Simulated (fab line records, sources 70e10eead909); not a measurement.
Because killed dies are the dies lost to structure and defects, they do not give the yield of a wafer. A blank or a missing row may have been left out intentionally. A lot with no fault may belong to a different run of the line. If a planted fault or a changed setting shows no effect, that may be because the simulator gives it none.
The tool behind it: which one? :: flow nand-harc :: 13 lots, 39 wafers sampled, at 5 steps of a route of 1302

WHAT THE GAUGES READ, wafer by wafer
NHARC_THIN_TSV_CD_MEAS_12: target cd 1000 nm.
lot: L209
measured: day 23 16:51
on: cd-sem-03
cd-nm (nm): 1000.9 998.0 998.8

lot: L210
measured: day 24 14:26
on: cd-sem-03
cd-nm (nm): 998.4 997.2 1000.4

lot: L212
measured: day 24 15:38
on: cd-sem-02
cd-nm (nm): 996.9 999.0 998.2

lot: L211
measured: day 25 04:23
on: cd-sem-03
cd-nm (nm): 1001.9 999.7 999.3

lot: L214
measured: day 25 07:38
on: cd-sem-03
cd-nm (nm): 1000.8 1000.2 1000.4

lot: L215
measured: day 26 13:46
on: cd-sem-01
cd-nm (nm): 1002.0 999.2 998.6

lot: L216
measured: day 26 14:58
on: cd-sem-02
cd-nm (nm): 998.5 998.8 997.1

lot: L218
measured: day 28 07:16
on: cd-sem-02
cd-nm (nm): 999.0 998.5 997.8

lot: L223
measured: day 29 11:59
on: cd-sem-02
cd-nm (nm): 998.1 999.9 998.2

lot: L226
measured: day 30 05:14
on: cd-sem-01
cd-nm (nm): 997.4 999.8 999.8

lot: L230
measured: day 31 13:11
on: cd-sem-01
cd-nm (nm): 999.3 997.3 998.6

lot: L231
measured: day 33 17:11
on: cd-sem-01
cd-nm (nm): 999.0 999.9 998.9

lot: L232
measured: day 33 22:58
on: cd-sem-03
cd-nm (nm): 998.5 1000.8 1000.0

NHARC_END_SORT_01.
lot: L223
measured: day 30 02:50
on: prober-01
killed-at-array: 128 147 150
killed-at-other: 0 1 4
killed-at-periphery: 1 3 1
killed-dies: 129 151 155
killed-open: 2 2 3
killed-short: 1 1 2

lot: L226
measured: day 30 21:46
on: prober-02
killed-at-array: 168 164 164
killed-at-other: 1 0 0
killed-at-periphery: 2 3 3
killed-dies: 171 167 167
killed-open: 3 3 5
killed-short: 1 3 2

TOOL THAT RAN EACH LOT (tool first, then ch and the chambers of the sampled wafers, then the start)
lot: L209
NHARC_A_BLC_CVD_24: cvd-w-02 ch 0,1, day 22 15:05
NHARC_A_BONDPAD_STRIP_15: rie-diel-12 ch 0,1, day 23 02:17
NHARC_A_BONDPAD_DEGAS_25: pvd-sputter-02, day 23 02:51

lot: L210
NHARC_A_BLC_CVD_24: cvd-w-01 ch 0,1, day 23 12:43
NHARC_A_BONDPAD_STRIP_15: rie-diel-03 ch 0,1,3, day 24 00:03
NHARC_A_BONDPAD_DEGAS_25: pvd-sputter-02, day 24 00:36

lot: L212
NHARC_A_BLC_CVD_24: cvd-w-02 ch 0,1, day 23 13:04
NHARC_A_BONDPAD_STRIP_15: rie-diel-11 ch 1,3, day 24 00:19
NHARC_A_BONDPAD_DEGAS_25: pvd-sputter-03, day 24 00:50

lot: L211
NHARC_A_BLC_CVD_24: cvd-w-02 ch 0,1, day 23 22:44
NHARC_A_BONDPAD_STRIP_15: rie-diel-03 ch 0,3, day 24 09:57
NHARC_A_BONDPAD_DEGAS_25: pvd-sputter-02, day 24 10:29

lot: L214
NHARC_A_BLC_CVD_24: cvd-w-02 ch 0,1, day 24 05:07
NHARC_A_BONDPAD_STRIP_15: rie-diel-11 ch 0,2,3, day 24 16:47
NHARC_A_BONDPAD_DEGAS_25: pvd-sputter-03, day 24 17:19

lot: L215
NHARC_A_BLC_CVD_24: cvd-w-02 ch 0,1, day 25 06:44
NHARC_A_BONDPAD_STRIP_15: rie-diel-12 ch 1,2,3, day 25 18:52
NHARC_A_BONDPAD_DEGAS_25: pvd-sputter-03, day 25 19:26

lot: L216
NHARC_A_BLC_CVD_24: cvd-w-01 ch 0,1, day 25 15:02
NHARC_A_BONDPAD_STRIP_15: rie-diel-11 ch 0,2,3, day 26 02:32
NHARC_A_BONDPAD_DEGAS_25: pvd-sputter-03, day 26 03:09

lot: L218
NHARC_A_BLC_CVD_24: cvd-w-01 ch 0,1, day 26 13:45
NHARC_A_BONDPAD_STRIP_15: rie-diel-11 ch 0,2, day 27 00:59
NHARC_A_BONDPAD_DEGAS_25: pvd-sputter-01, day 27 01:31

lot: L223
NHARC_A_BLC_CVD_24: cvd-w-01 ch 1, day 28 10:40
NHARC_A_BONDPAD_STRIP_15: rie-diel-03 ch 0,2, day 28 22:03
NHARC_A_BONDPAD_DEGAS_25: pvd-sputter-03, day 28 22:36

lot: L226
NHARC_A_BLC_CVD_24: cvd-w-01 ch 0,1, day 29 01:14
NHARC_A_BONDPAD_STRIP_15: rie-diel-12 ch 1,2,3, day 29 12:39
NHARC_A_BONDPAD_DEGAS_25: pvd-sputter-01, day 29 13:12

lot: L230
NHARC_A_BLC_CVD_24: cvd-w-02 ch 0,1, day 30 11:37
NHARC_A_BONDPAD_STRIP_15: rie-diel-12 ch 0,1,2, day 30 22:50
NHARC_A_BONDPAD_DEGAS_25: pvd-sputter-01, day 30 23:23

lot: L231
NHARC_A_BLC_CVD_24: cvd-w-02 ch 0,1, day 32 15:52
NHARC_A_BONDPAD_STRIP_15: rie-diel-12 ch 1,2, day 33 03:10
NHARC_A_BONDPAD_DEGAS_25: pvd-sputter-03, day 33 03:43

lot: L232
NHARC_A_BLC_CVD_24: cvd-w-02 ch 0,1, day 32 18:31
NHARC_A_BONDPAD_STRIP_15: rie-diel-12 ch 2,3, day 33 06:19
NHARC_A_BONDPAD_DEGAS_25: pvd-sputter-02, day 33 06:52
- NHARC_A_BLC_CVD_24: deposits W, target thk 150 nm, time 434 s.
- NHARC_A_BONDPAD_STRIP_15: strips in O2.
- NHARC_A_BONDPAD_DEGAS_25: time 60 s.

WHAT THE TOOLS THEMSELVES READ (means of the sampled wafers that have a number; where no wafer has one, the mark that the record gives instead)
NHARC_A_BLC_CVD_24.
lot: L209
tool: cvd-w-02
heater-power-w (W): 485
mfc-h2-sccm (sccm): 1605
throttle-valve-pct (%): 7.77

lot: L210
tool: cvd-w-01
heater-power-w (W): 408
mfc-h2-sccm (sccm): 1597
throttle-valve-pct (%): 8.13

lot: L212
tool: cvd-w-02
heater-power-w (W): 479
mfc-h2-sccm (sccm): 1604
throttle-valve-pct (%): 7.75

lot: L211
tool: cvd-w-02
heater-power-w (W): 488
mfc-h2-sccm (sccm): 1599
throttle-valve-pct (%): 7.86

lot: L214
tool: cvd-w-02
heater-power-w (W): 479
mfc-h2-sccm (sccm): 1599
throttle-valve-pct (%): 7.85

lot: L215
tool: cvd-w-02
heater-power-w (W): 482
mfc-h2-sccm (sccm): 1599
throttle-valve-pct (%): 7.78

lot: L216
tool: cvd-w-01
heater-power-w (W): 414
mfc-h2-sccm (sccm): 1595
throttle-valve-pct (%): 8.08

lot: L218
tool: cvd-w-01
heater-power-w (W): 398
mfc-h2-sccm (sccm): 1599
throttle-valve-pct (%): 7.96

lot: L223
tool: cvd-w-01
heater-power-w (W): 382
mfc-h2-sccm (sccm): 1603
throttle-valve-pct (%): 7.87

lot: L226
tool: cvd-w-01
heater-power-w (W): 413
mfc-h2-sccm (sccm): 1599
throttle-valve-pct (%): 8.16

lot: L230
tool: cvd-w-02
heater-power-w (W): 472
mfc-h2-sccm (sccm): 1600
throttle-valve-pct (%): 8.08

lot: L231
tool: cvd-w-02
heater-power-w (W): 465
mfc-h2-sccm (sccm): 1601
throttle-valve-pct (%): 7.92

lot: L232
tool: cvd-w-02
heater-power-w (W): 485
mfc-h2-sccm (sccm): 1599
throttle-valve-pct (%): 7.88

NHARC_A_BONDPAD_STRIP_15.
lot: L209
tool: rie-diel-12
drypump-motor-current-A (A): 6.0
oes-product-au (a.u.): 0.998
rf-vpp-V (V): 58.6
showerhead-plenum-p-Torr (Torr): 3.62
throttle-valve-pct (%): 17.044

lot: L210
tool: rie-diel-03
drypump-motor-current-A (A): 6.0
oes-product-au (a.u.): 0.997
rf-vpp-V (V): 57.6
showerhead-plenum-p-Torr (Torr): 3.62
throttle-valve-pct (%): 17.036

lot: L212
tool: rie-diel-11
drypump-motor-current-A (A): 5.7
oes-product-au (a.u.): 1.011
rf-vpp-V (V): 58.2
showerhead-plenum-p-Torr (Torr): 3.55
throttle-valve-pct (%): 17.027

lot: L211
tool: rie-diel-03
drypump-motor-current-A (A): 5.7
oes-product-au (a.u.): 1.000
rf-vpp-V (V): 57.1
showerhead-plenum-p-Torr (Torr): 3.58
throttle-valve-pct (%): 17.035

lot: L214
tool: rie-diel-11
drypump-motor-current-A (A): 5.6
oes-product-au (a.u.): 1.002
rf-vpp-V (V): 58.2
showerhead-plenum-p-Torr (Torr): 3.57
throttle-valve-pct (%): 17.032

lot: L215
tool: rie-diel-12
drypump-motor-current-A (A): 5.8
oes-product-au (a.u.): 1.003
rf-vpp-V (V): 59.1
showerhead-plenum-p-Torr (Torr): 3.55
throttle-valve-pct (%): 17.043

lot: L216
tool: rie-diel-11
drypump-motor-current-A (A): 5.6
oes-product-au (a.u.): 1.000
rf-vpp-V (V): 57.9
showerhead-plenum-p-Torr (Torr): 3.56
throttle-valve-pct (%): 17.035

lot: L218
tool: rie-diel-11
drypump-motor-current-A (A): 5.5
oes-product-au (a.u.): 1.002
rf-vpp-V (V): 58.6
showerhead-plenum-p-Torr (Torr): 3.80
throttle-valve-pct (%): 17.039

lot: L223
tool: rie-diel-03
drypump-motor-current-A (A): 5.7
oes-product-au (a.u.): 1.002
rf-vpp-V (V): 57.8
showerhead-plenum-p-Torr (Torr): 3.47
throttle-valve-pct (%): 17.042

lot: L226
tool: rie-diel-12
drypump-motor-current-A (A): 5.8
oes-product-au (a.u.): 0.999
rf-vpp-V (V): 57.8
showerhead-plenum-p-Torr (Torr): 3.55
throttle-valve-pct (%): 17.032

lot: L230
tool: rie-diel-12
drypump-motor-current-A (A): 6.0
oes-product-au (a.u.): 1.000
rf-vpp-V (V): 58.0
showerhead-plenum-p-Torr (Torr): 3.53
throttle-valve-pct (%): 17.037

lot: L231
tool: rie-diel-12
drypump-motor-current-A (A): 6.1
oes-product-au (a.u.): 0.989
rf-vpp-V (V): 57.7
showerhead-plenum-p-Torr (Torr): 3.45
throttle-valve-pct (%): 17.028

lot: L232
tool: rie-diel-12
drypump-motor-current-A (A): 5.7
oes-product-au (a.u.): 1.004
rf-vpp-V (V): 58.6
showerhead-plenum-p-Torr (Torr): 3.66
throttle-valve-pct (%): 17.042

NHARC_A_BONDPAD_DEGAS_25.
lot: L209
tool: pvd-sputter-02
heater-power-w (W): 422

lot: L210
tool: pvd-sputter-02
heater-power-w (W): 449

lot: L212
tool: pvd-sputter-03
heater-power-w (W): 409

lot: L211
tool: pvd-sputter-02
heater-power-w (W): 437

lot: L214
tool: pvd-sputter-03
heater-power-w (W): 444

lot: L215
tool: pvd-sputter-03
heater-power-w (W): 433

lot: L216
tool: pvd-sputter-03
heater-power-w (W): 431

lot: L218
tool: pvd-sputter-01
heater-power-w (W): 489

lot: L223
tool: pvd-sputter-03
heater-power-w (W): 456

lot: L226
tool: pvd-sputter-01
heater-power-w (W): 450

lot: L230
tool: pvd-sputter-01
heater-power-w (W): 446

lot: L231
tool: pvd-sputter-03
heater-power-w (W): 455

lot: L232
tool: pvd-sputter-02
heater-power-w (W): 475

THE ANSWER, worked out from the rows above alone
Rule: what is usual is taken from the lots themselves. The widest of any qualifying gaps counts: lots, ordered by their means at a reading, are off when they make up no more than a third of the lots, leave a main group of 4 or more, and stand apart from it by 3 or more times the standard deviation of that group's means. The tables above print the reading to a certain number of digits; a main group whose means all agree to those digits is not used. A lot without any number at a reading at which 4 lots or more have one is off too. The other lots that the step has rows for count as sound. After the gauges, taken in route order, come the tools' own readings; for these a lot's mean is taken, as printed above. At the first step where some lot is off, the reading lying furthest off is the one used; lots without a number count as furthest.
Nothing can be told from this: no lot is off at any reading shown.

WHAT THE SIMULATOR HAD INSERTED
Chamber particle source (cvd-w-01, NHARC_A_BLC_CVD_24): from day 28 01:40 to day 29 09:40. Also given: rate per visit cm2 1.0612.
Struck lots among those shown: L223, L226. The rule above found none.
